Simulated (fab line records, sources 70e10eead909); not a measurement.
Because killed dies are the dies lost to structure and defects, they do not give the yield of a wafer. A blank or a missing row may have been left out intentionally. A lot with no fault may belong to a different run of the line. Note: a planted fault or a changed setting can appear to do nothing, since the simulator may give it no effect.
fab line records    flow nand_harc
[record] lots = 7  wafers = 21  last_day = 34
route steps=1302 shown A_M0@1157 A_M1@1169 END@1302
lots that met no fault: taken from a fault-free run of the same line
start_h: start of the lot's first displayed wafer, in hours after the record's first day    wait_h: hours since the lot's step before    " the same as in the row above    L1.1+2: a row that stands for several wafers    - no value, or no start was given    * or withheld: withheld    < > ~ a bound
route shown NAME@n: names a module that has steps shown in the file, with the first one's number in the route    usual: mean/standard deviation of fault-free wafers    same: alike in all rows    chamber/n: place in a boat    sites: readings site by site    _std_site: the standard deviation of these    _edge_site: outer sites' mean less inner sites'    radius_mm: for every site, how far away it sits from the centre of the wafer    mask NAME#n: copy n    behind: tool/chamber where the wafer was last shaped    hold: why the lot went on hold/how many hours it stayed there/how the hold came to an end    device: which transistor (n, p or np) failed to switch    end of line: tests run on the same wafers once the route is complete    a step with no rows: only its recipe    killed: not the wafer's yield, but the dies lost to structure and defects at the first sort    map: shows each die of a wafer: x if killed, . if not, _ if none is there
set.NAME: the setting that was run; set.NAME@STEP: the one run at that earlier step    model.NAME: the simulator's own value behind a step, which no gauge read
lots seen at some steps along the route; tables by step, rows by wafer
services: a tool's chamber out of use, with start hour (start_h, from the record's first day; less than 0 if before it), hours out, and reason
[[steps]]
[step NHARC_A_M0_PRE_CLEAN_29]
[recipe] time_s = 30  temp_c = 280  gas = H2/He
[step NHARC_A_M0_PVD_20]
[recipe] target_thk_a = 50  bias_v = 168.6  power_w = 15000  chamber_pressure_pa = 0.12  time_s = 8.06  substrate_temp_c = 50  material = TaN
[step NHARC_A_M0_PVD_21]
[recipe] target_thk_a = 300  chamber_pressure_pa = 5  power_w = 5000  substrate_temp_c = 30  time_s = 20.49  material = Cu
[usual] throttle_valve_pct = 29.8/1.2
lot.wafer  tool            chamber  start_h  wait_h  throttle_valve_pct
L210.1     pvd_sputter-03  -        -        -       28.0
L210.3     "               -        "        "       30.2
L210.2     "               -        "        "       29.8
L213.4     pvd_sputter-02  -        -        -       30.5
L213.2     "               -        "        "       29.2
L213.3     "               -        "        "       28.2
L230.1     pvd_sputter-01  -        -        -       31.1
L230.2     "               -        "        "       29.1
L230.5     "               -        "        "       31.7
L228.4     pvd_sputter-01  -        -        -       28.3
L228.1     "               -        "        "       29.3
L228.6     "               -        "        "       31.6
L227.1     pvd_sputter-01  -        -        -       31.6
L227.2     "               -        "        "       29.4
L227.6     "               -        "        "       31.8
L233.3     pvd_sputter-02  -        -        -       30.1
L233.2     "               -        "        "       29.5
L233.5     "               -        "        "       28.9
L232.2     pvd_sputter-02  -        -        -       29.0
L232.1     "               -        "        "       30.0
L232.5     "               -        "        "       28.9
[step NHARC_A_M0_ECD_22]
[recipe] target_thk_a = 4000  bath_temp_c = 25  material = Cu
[step NHARC_A_M0_ANNEAL_30]
[recipe] temp_c = 225  time_s = 90
[usual] anneal_temp_c = 224.99/0.17  wafer_temp_C_max = 226.3/0.53
lot.wafer  tool           chamber  start_h  wait_h  anneal_temp_c  wafer_temp_C_max
L210.1     rtp_anneal-02  0        545.57   0.3     225.35         226.2
L210.2     "              0        "        "       225.20         226.4
L210.3     "              0        "        "       225.13         226.0
L213.2     rtp_anneal-02  0        547.14   0.4     224.64         225.9
L213.3     "              0        "        "       224.91         226.1
L213.4     "              0        "        "       224.76         225.9
L230.1     rtp_anneal-01  0        710.48   -       225.07         227.0
L230.2     "              0        "        "       224.98         226.7
L230.5     "              0        "        "       225.02         227.4
L228.1     rtp_anneal-01  0        714.39   0.3     225.02         226.4
L228.4     "              0        "        "       225.15         227.0
L228.6     "              0        "        "       225.27         227.2
L227.1     rtp_anneal-01  0        717.45   0.3     225.07         227.0
L227.2     "              0        "        "       224.93         226.4
L227.6     "              0        "        "       225.18         226.5
L233.2     rtp_anneal-02  0        759.25   -       225.08         225.9
L233.3     "              0        "        "       224.92         225.6
L233.5     "              0        "        "       225.09         226.1
L232.1     rtp_anneal-01  0        761.18   0.3     225.12         227.1
L232.2     "              0        "        "       224.82         226.8
L232.5     "              0        "        "       225.09         226.6
[step NHARC_A_M0_CMP_23]
[recipe] t_overpolish_s = 20  target_thk_nm = 113.75
[usual] motor_current_A = 12.0/1.1  time_to_endpoint_s = 29.9/2.7
lot.wafer  tool    chamber  start_h  wait_h  motor_current_A  time_to_endpoint_s
L210.2     cmp-01  3        545.92   -       11.4             29.0
L210.3     "       1        "        "       10.7             30.2
L210.1     "       2        "        "       12.5             32.9
L213.2     cmp-04  1        547.44   -       10.1             30.5
L213.4     "       2        "        "       14.1             29.4
L213.3     "       0        "        "       11.8             26.3
L230.1     cmp-02  2        710.82   -       9.6              27.4
L230.2     "       0        "        "       13.2             25.7
L230.5     "       2        "        "       10.2             29.7
L228.1     cmp-01  1        714.73   -       10.9             30.2
L228.4     "       2        "        "       13.3             30.8
L228.6     "       1        "        "       11.7             30.0
L227.2     cmp-04  2        717.79   -       13.6             28.8
L227.1     "       0        "        "       12.0             29.1
L227.6     "       3        "        "       11.5             30.6
L233.3     cmp-01  3        759.58   -       11.4             25.1
L233.2     "       1        "        "       10.9             31.0
L233.5     "       2        "        "       13.3             31.6
L232.2     cmp-02  0        761.52   -       12.6             27.7
L232.1     "       2        "        "       10.0             31.4
L232.5     "       0        "        "       12.8             28.1
[step NHARC_A_M0_THK_MEAS_24]
[recipe] thk_meas_gauge = xrf
[usual] thk_nm = 114.7/1.6
lot.wafer  tool           chamber  start_h  wait_h  thk_nm
L210.1     film_metro-01  -        546.23   -       115.5
L210.2     "              -        "        "       112.7
L210.3     "              -        "        "       114.8
L213.2     film_metro-02  -        547.75   -       115.3
L213.3     "              -        "        "       115.3
L213.4     "              -        "        "       113.5
L230.1     film_metro-01  -        711.14   -       113.8
L230.2     "              -        "        "       114.8
L230.5     "              -        "        "       114.5
L228.1     film_metro-02  -        715.05   -       114.3
L228.4     "              -        "        "       116.4
L228.6     "              -        "        "       116.5
L227.1     film_metro-02  -        718.11   -       112.5
L227.2     "              -        "        "       112.8
L227.6     "              -        "        "       113.4
L233.2     film_metro-02  -        759.87   -       113.9
L233.3     "              -        "        "       111.5
L233.5     "              -        "        "       115.0
L232.1     film_metro-02  -        761.83   -       113.3
L232.2     "              -        "        "       114.3
L232.5     "              -        "        "       111.4
[step NHARC_A_M0_SRD_25]
[step NHARC_A_M0_INSPECT_27]
[usual] raw_defect_count = 531/140
lot.wafer  tool               chamber  start_h  wait_h  raw_defect_count
L210.1     defect_inspect-01  -        546.39   0.0     466
L210.2     "                  -        "        "       503
L210.3     "                  -        "        "       559
L213.2     defect_inspect-02  -        547.91   0.0     828
L213.3     "                  -        "        "       701
L213.4     "                  -        "        "       753
L230.1     defect_inspect-01  -        711.29   0.0     453
L230.2     "                  -        "        "       564
L230.5     "                  -        "        "       530
L228.1     defect_inspect-01  -        715.21   0.0     648
L228.4     "                  -        "        "       529
L228.6     "                  -        "        "       464
L227.1     defect_inspect-02  -        718.26   0.0     475
L227.2     "                  -        "        "       445
L227.6     "                  -        "        "       509
L233.2     defect_inspect-01  -        760.02   0.0     512
L233.3     "                  -        "        "       462
L233.5     "                  -        "        "       495
L232.1     defect_inspect-01  -        761.99   0.0     471
L232.2     "                  -        "        "       590
L232.5     "                  -        "        "       500
[step NHARC_A_M0_PRE_CLEAN_31]
[recipe] time_s = 12  temp_c = 370  rf_power_w = 300  gas = NH3
[usual] heater_power_w = 652/72
lot.wafer  tool      chamber  start_h  wait_h  heater_power_w  since_wet_clean_h
L210.1     pecvd-04  0        546.45   0.1     603             83
L210.3     "         1        "        "       682             83
L210.2     "         2        "        "       793             83
L213.3     pecvd-04  1        548.00   0.1     659             85
L213.2     "         2        "        "       756             85
L213.4     "         2        "        "       757             -
L230.1     pecvd-02  1        711.36   0.1     541             109
L230.2     "         2        "        "       620             109
L230.5     "         2        "        "       630             -
L228.1     pecvd-02  2        715.27   0.1     671             113
L228.4     "         2        "        "       690             -
L228.6     "         1        "        "       563             -
L227.2     pecvd-01  1        718.33   0.1     729             32
L227.1     "         0        "        "       751             32
L227.6     "         2        "        "       702             -
L233.3     pecvd-01  2        760.09   0.1     682             73
L233.2     "         1        "        "       784             73
L233.5     "         0        "        "       668             -
L232.1     pecvd-01  1        762.07   0.1     783             75
L232.2     "         2        "        "       647             75
L232.5     "         0        "        "       674             -
[step NHARC_A_M0_DEP_32]
[recipe] target_thk_a = 300  temp_c = 370  target_thk_nm = 30  pressure_torr = 3  flow_sccm = 200  rf_w = 450  material = SiCN
[usual] chamber_pressure_Torr = 3.001/0.007  heater_power_outer_w = 330/54  heater_power_w = 605/78
lot.wafer  tool      chamber  start_h  wait_h  chamber_pressure_Torr  heater_power_outer_w  heater_power_w  since_wet_clean_h
L210.1     pecvd-04  0        546.53   0.1     2.994                  289                   556             84
L210.3     "         1        "        "       3.007                  311                   590             84
L210.2     "         2        "        "       2.989                  394                   669             84
L213.3     pecvd-04  1        548.11   0.1     3.004                  334                   626             85
L213.2     "         2        "        "       2.991                  380                   640             85
L213.4     "         2        "        "       3.000                  383                   647             -
L230.1     pecvd-02  1        711.48   0.1     2.989                  305                   549             109
L230.2     "         2        "        "       3.004                  374                   657             109
L230.5     "         2        "        "       3.000                  367                   672             -
L228.1     pecvd-02  2        715.39   0.1     2.999                  384                   658             113
L228.4     "         2        "        "       2.993                  377                   676             -
L228.6     "         1        "        "       2.999                  305                   545             -
L227.2     pecvd-01  1        718.41   0.1     2.996                  451                   757             32
L227.1     "         0        "        "       2.999                  271                   578             32
L227.6     "         2        "        "       3.012                  370                   680             -
L233.3     pecvd-01  2        760.17   0.1     3.013                  329                   637             73
L233.2     "         1        "        "       3.009                  450                   806             74
L233.5     "         0        "        "       3.002                  292                   594             -
L232.1     pecvd-01  1        762.18   0.1     3.007                  406                   681             75
L232.2     "         2        "        "       2.999                  374                   658             75
L232.5     "         0        "        "       3.001                  324                   636             -
[step NHARC_A_M1_DEP_00]
[recipe] target_thk_a = 1825  target_thk_nm = 182.5  temp_c = withheld  pressure_torr = 5  flow_sccm = 200  rf_w = 600  material = SiOC
[usual] chamber_pressure_Torr = 5.000/0.011  rf_fwd_power_W = 598.6/1.8
lot.wafer  tool      chamber  start_h  wait_h  chamber_pressure_Torr  rf_fwd_power_W  since_wet_clean_h
L210.2     pecvd-02  2        546.94   -       4.984                  597.8           126
L210.3     "         0        "        "       5.018                  598.6           126
L210.1     "         1        "        "       5.007                  598.1           126
L213.2     pecvd-02  1        548.52   -       5.011                  598.1           127
L213.3     "         2        "        "       4.982                  596.4           127
L213.4     "         1        "        "       5.006                  600.6           -
L230.2     pecvd-04  2        712.05   0.4     -                      -               -
L230.1     "         0        "        "       -                      -               -
L230.5     "         2        "        "       -                      -               -
L228.1     pecvd-04  2        715.94   0.5     -                      -               -
L228.4     "         2        "        "       -                      -               -
L228.6     "         1        "        "       -                      -               -
L227.2     pecvd-02  2        718.82   -       -                      -               -
L227.1     "         0        "        "       -                      -               -
L227.6     "         2        "        "       -                      -               -
L233.3     pecvd-02  2        760.58   -       5.012                  599.4           158
L233.2     "         0        "        "       5.027                  600.0           158
L233.5     "         2        "        "       5.011                  599.4           -
L232.1     pecvd-04  0        762.59   -       4.974                  598.7           119
L232.2     "         1        "        "       4.998                  598.2           119
L232.5     "         0        "        "       5.022                  598.5           -
[step NHARC_A_M1_DEHYDRATE_01]
[recipe] temp_c = 150  time_s = 120
[step NHARC_END_SORT_01]
[recipe] temp_c = 25
[usual] defect_limited_yield = 90.6/2.8  killed_at_array = 58/20  killed_at_other = 0.8/1  killed_at_periphery = 4.6/2.8  killed_dies = 63/19  killed_open = 3.4/2  killed_short = 2.4/1.8
[same] gross_dies = 677
lot.wafer  tool       chamber  start_h  wait_h  defect_limited_yield[%]  killed_at_array  killed_at_other  killed_at_periphery  killed_dies  killed_open  killed_short
L210.1     prober-01  0        580.25   2.5     92.0                     51               0                3                    54           1            6
L210.2     prober-01  0        581.06   2.8     92.0                     48               2                4                    54           2            5
L210.3     prober-01  0        581.86   3.1     94.4                     34               1                3                    38           2            2
L213.2     prober-01  0        588.83   2.8     90.3                     61               1                4                    66           3            1
L213.3     prober-01  0        589.62   3.1     93.1                     46               0                1                    47           3            3
L213.4     prober-01  0        590.41   3.4     89.8                     67               0                2                    69           3            2
L230.1     prober-01  0        749.59   2.5     0                        670              1                6                    677          5            3
L230.2     prober-01  0        750.39   2.8     0                        671              1                5                    677          3            3
L230.5     prober-01  0        752.79   3.7     0                        672              0                5                    677          8            3
L227.1     prober-01  0        761.47   2.5     0                        675              0                2                    677          4            1
L227.2     prober-01  0        762.27   2.8     0                        673              0                4                    677          3            2
L227.6     prober-01  0        765.47   4.0     0                        673              0                4                    677          4            3
L228.1     prober-01  0        769.25   2.5     0                        675              1                1                    677          2            2
L228.4     prober-01  0        771.67   3.4     0                        674              0                3                    677          6            2
L228.6     prober-01  0        773.28   4.0     0                        675              1                1                    677          4            4
// killed by level:class
L210.1 A_CHANNEL_HOLE_D1:chamber_film_flake=30 A_CHANNEL_HOLE_D2:chamber_film_flake=6 A_STAIRCASE:chamber_film_flake=3 A_CONTACT:chamber_film_flake=3 A_ONON_D1:geometric_particle:short=2 P_STI:chamber_film_flake=2 P_GATE:geometric_particle:short=1 A_SOURCE_PLATE:geometric_particle:short=1
L210.2 A_CHANNEL_HOLE_D1:chamber_film_flake=26 A_CHANNEL_HOLE_D2:chamber_film_flake=7 A_CHANNEL_FILL_D1:geometric_particle:short=3 P_GATE:chamber_film_flake=3 A_STAIRCASE:chamber_film_flake=2 A_SGD_CUT:chamber_film_flake=2 A_CONTACT:chamber_film_flake=2 THIN_TSV:chamber_film_flake=2
L210.3 A_CHANNEL_HOLE_D1:chamber_film_flake=17 A_SGD_CUT:chamber_film_flake=4 P_GATE:chamber_film_flake=3 A_CONTACT:chamber_film_flake=2 A_CHANNEL_HOLE_D2:chamber_film_flake=2 A_SLIT:chamber_film_flake=2 A_WL_FILL:chamber_film_flake=2 A_ONON_D1:geometric_particle:short=1
L213.2 A_SLIT:chamber_film_flake=26 A_CHANNEL_HOLE_D2:chamber_film_flake=21 A_CHANNEL_HOLE_D1:chamber_film_flake=3 A_CONTACT:chamber_film_flake=3 A_BONDPAD:chamber_film_flake=3 P_CONTACT:geometric_particle:open=2 P_GATE:chamber_film_flake=2 A_CHANNEL_FILL_D1:chamber_film_flake=2
L213.3 A_CHANNEL_HOLE_D2:chamber_film_flake=22 A_SLIT:chamber_film_flake=11 A_DECK1_JOINT:chamber_film_flake=3 A_BONDPAD:chamber_film_flake=3 A_ONON_D2:geometric_particle:short=2 P_CONTACT:geometric_particle:open=1 A_DECK1_JOINT:geometric_particle:short=1 A_ONON_D2:geometric_particle:open=1
L213.4 A_CHANNEL_HOLE_D2:chamber_film_flake=31 A_SLIT:chamber_film_flake=22 A_BONDPAD:chamber_film_flake=6 A_CHANNEL_FILL_D1:chamber_film_flake=2 P_CONTACT:geometric_particle:open=1 A_SOURCE_PLATE:geometric_particle:short=1 A_ONON_D2:geometric_particle:short=1 A_ONON_D2:geometric_particle:open=1
L230.1 A_M1:area_dep=617 A_SLIT:chamber_film_flake=22 A_CHANNEL_HOLE_D1:chamber_film_flake=14 A_CONTACT:chamber_film_flake=5 P_GATE:chamber_film_flake=3 A_M1:chamber_film_flake=3 A_CHANNEL_FILL_D2:chamber_film_flake=2 P_GATE:geometric_particle:open=1
L230.2 A_M1:area_dep=624 A_SLIT:chamber_film_flake=30 A_CHANNEL_HOLE_D1:chamber_film_flake=6 P_GATE:chamber_film_flake=3 A_CONTACT:chamber_film_flake=3 A_CHANNEL_HOLE_D2:chamber_film_flake=2 P_M0:geometric_particle:open=1 A_ONON_D1:geometric_particle:open=1
L230.5 A_M1:area_dep=616 A_SLIT:chamber_film_flake=26 A_CHANNEL_HOLE_D1:chamber_film_flake=12 A_CONTACT:chamber_film_flake=4 A_WL_FILL:geometric_particle:open=2 P_M0:chamber_film_flake=2 A_CHANNEL_FILL_D2:chamber_film_flake=2 P_CONTACT:geometric_particle:open=1
L227.1 A_M1:area_dep=620 A_SLIT:chamber_film_flake=23 A_CHANNEL_HOLE_D1:chamber_film_flake=11 A_STAIRCASE:chamber_film_flake=8 A_CONTACT:chamber_film_flake=6 A_WL_FILL:chamber_film_flake=3 P_M0:geometric_particle:open=1 A_SOURCE_PLATE:geometric_particle:open=1
L227.2 A_M1:area_dep=613 A_SLIT:chamber_film_flake=36 A_CHANNEL_HOLE_D1:chamber_film_flake=10 A_CONTACT:chamber_film_flake=7 A_WL_FILL:chamber_film_flake=2 P_GATE:geometric_particle:open=1 A_ONON_D1:geometric_particle:open=1 A_ONON_D1:geometric_particle:short=1
L227.6 A_M1:area_dep=620 A_SLIT:chamber_film_flake=26 A_CHANNEL_HOLE_D1:chamber_film_flake=13 A_STAIRCASE:chamber_film_flake=5 P_M0:chamber_film_flake=2 A_WL_FILL:chamber_film_flake=2 P_M0:geometric_particle:short=1 A_ONON_D1:geometric_particle:short=1
L228.1 A_M1:area_dep=589 A_SLIT:chamber_film_flake=37 A_CHANNEL_HOLE_D1:chamber_film_flake=32 A_CHANNEL_HOLE_D2:chamber_film_flake=5 A_STAIRCASE:chamber_film_flake=3 A_CONTACT:chamber_film_flake=3 A_WL_FILL:chamber_film_flake=2 A_CHANNEL_FILL_D1:geometric_particle:short=1
L228.4 A_M1:area_dep=621 A_CHANNEL_HOLE_D1:chamber_film_flake=17 A_SLIT:chamber_film_flake=16 A_STAIRCASE:chamber_film_flake=4 A_WL_FILL:chamber_film_flake=4 A_CONTACT:geometric_particle:open=3 A_CHANNEL_HOLE_D2:chamber_film_flake=3 P_CONTACT:geometric_particle:open=2
L228.6 A_M1:area_dep=582 A_CHANNEL_HOLE_D1:chamber_film_flake=35 A_SLIT:chamber_film_flake=35 A_CONTACT:chamber_film_flake=5 A_WL_FILL:chamber_film_flake=4 A_CHANNEL_HOLE_D2:chamber_film_flake=3 A_DECK1_JOINT:geometric_particle:open=2 A_STAIRCASE:chamber_film_flake=2
// map L227.1 (x killed, . not)
____________x____________
_________xxxxxxx_________
_______xxxxxxxxxxx_______
______xxxxxxxxxxxxx______
_____xxxxxxxxxxxxxxx_____
____xxxxxxxxxxxxxxxxx____
____xxxxxxxxxxxxxxxxx____
___xxxxxxxxxxxxxxxxxxx___
___xxxxxxxxxxxxxxxxxxx___
__xxxxxxxxxxxxxxxxxxxxx__
__xxxxxxxxxxxxxxxxxxxxx__
_xxxxxxxxxxxxxxxxxxxxxxx_
_xxxxxxxxxxxxxxxxxxxxxxx_
_xxxxxxxxxxxxxxxxxxxxxxx_
_xxxxxxxxxxxxxxxxxxxxxxx_
_xxxxxxxxxxxxxxxxxxxxxxx_
xxxxxxxxxxxxxxxxxxxxxxxxx
xxxxxxxxxxxxxxxxxxxxxxxxx
xxxxxxxxxxxxxxxxxxxxxxxxx
xxxxxxxxxxxxxxxxxxxxxxxxx
xxxxxxxxxxxxxxxxxxxxxxxxx
_xxxxxxxxxxxxxxxxxxxxxxx_
_xxxxxxxxxxxxxxxxxxxxxxx_
_xxxxxxxxxxxxxxxxxxxxxxx_
_xxxxxxxxxxxxxxxxxxxxxxx_
_xxxxxxxxxxxxxxxxxxxxxxx_
__xxxxxxxxxxxxxxxxxxxxx__
__xxxxxxxxxxxxxxxxxxxxx__
___xxxxxxxxxxxxxxxxxxx___
___xxxxxxxxxxxxxxxxxxx___
____xxxxxxxxxxxxxxxxx____
____xxxxxxxxxxxxxxxxx____
_____xxxxxxxxxxxxxxx_____
______xxxxxxxxxxxxx______
_______xxxxxxxxxxx_______
_________xxxxxxx_________
____________x____________
// map L228.1 (x killed, . not)
____________x____________
_________xxxxxxx_________
_______xxxxxxxxxxx_______
______xxxxxxxxxxxxx______
_____xxxxxxxxxxxxxxx_____
____xxxxxxxxxxxxxxxxx____
____xxxxxxxxxxxxxxxxx____
___xxxxxxxxxxxxxxxxxxx___
___xxxxxxxxxxxxxxxxxxx___
__xxxxxxxxxxxxxxxxxxxxx__
__xxxxxxxxxxxxxxxxxxxxx__
_xxxxxxxxxxxxxxxxxxxxxxx_
_xxxxxxxxxxxxxxxxxxxxxxx_
_xxxxxxxxxxxxxxxxxxxxxxx_
_xxxxxxxxxxxxxxxxxxxxxxx_
_xxxxxxxxxxxxxxxxxxxxxxx_
xxxxxxxxxxxxxxxxxxxxxxxxx
xxxxxxxxxxxxxxxxxxxxxxxxx
xxxxxxxxxxxxxxxxxxxxxxxxx
xxxxxxxxxxxxxxxxxxxxxxxxx
xxxxxxxxxxxxxxxxxxxxxxxxx
_xxxxxxxxxxxxxxxxxxxxxxx_
_xxxxxxxxxxxxxxxxxxxxxxx_
_xxxxxxxxxxxxxxxxxxxxxxx_
_xxxxxxxxxxxxxxxxxxxxxxx_
_xxxxxxxxxxxxxxxxxxxxxxx_
__xxxxxxxxxxxxxxxxxxxxx__
__xxxxxxxxxxxxxxxxxxxxx__
___xxxxxxxxxxxxxxxxxxx___
___xxxxxxxxxxxxxxxxxxx___
____xxxxxxxxxxxxxxxxx____
____xxxxxxxxxxxxxxxxx____
_____xxxxxxxxxxxxxxx_____
______xxxxxxxxxxxxx______
_______xxxxxxxxxxx_______
_________xxxxxxx_________
____________x____________
[[services]]
tool            chamber  start_h  hours  kind
cmp-02          -        528.02   4.0    pm
cmp-02          -        537.51   2.2    repair
cmp-04          -        541.58   0.5    repair
cmp-01          -        548.97   1.3    repair
cmp-01          -        557.03   2.9    repair
pecvd-04        0        562.97   4.6    repair
cmp-01          -        566.40   2.1    repair
cmp-01          -        577.66   4.0    pm
cmp-04          -        580.08   1.0    repair
pvd_sputter-01  -        582.00   10.0   pm
pecvd-02        -        589.53   13.0   pm
pvd_sputter-02  -        614.97   15.0   repair
pecvd-04        -        631.00   13.0   pm
cmp-01          -        636.18   0.6    repair
pvd_sputter-02  -        638.18   10.0   pm
pvd_sputter-01  -        648.49   2.4    repair
pecvd-02        0        673.70   5.3    repair
pecvd-01        -        673.79   13.0   pm
cmp-01          -        675.66   4.0    pm
pecvd-04        -        702.40   1.2    repair
pecvd-02        0        704.26   14.3   repair
rtp_anneal-02   -        744.00   12.0   pm
cmp-01          -        752.03   0.6    repair
pvd_sputter-01  -        760.00   10.0   pm
[[key]]
[first_sign] step = NHARC_A_M1_DEP_00  reading = tool_record  direction = missing
[effect] step = NHARC_END_SORT_01  reading = defect_limited_yield  direction = down  sigmas = 32  usual = 90.6  struck = 0
[more_kills_born_at] NHARC_A_M1_DEP_00@pecvd-04 = 3649  NHARC_A_M1_DEP_00@pecvd-02 = 1853
met_at NHARC_A_M1_DEP_00
struck_wafers L227.1,L227.2,L227.6,L228.1,L228.4,L228.6,L230.1,L230.2,L230.5
later_rows_left_out L227.1,L227.2,L227.6,L228.1,L228.4,L228.6,L230.1,L230.2,L230.5
onset_between 548.52 712.05
[fault] kind = skipped_step_whole  tool = pecvd-02,pecvd-04  chamber = -  onset_h = 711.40  steps = NHARC_A_M1_DEP_00  scope = struck_lots_only
// later_rows_left_out: the simulator's readings of these wafers behind a module that went badly wrong aren't trusted and aren't shown, but for the sort
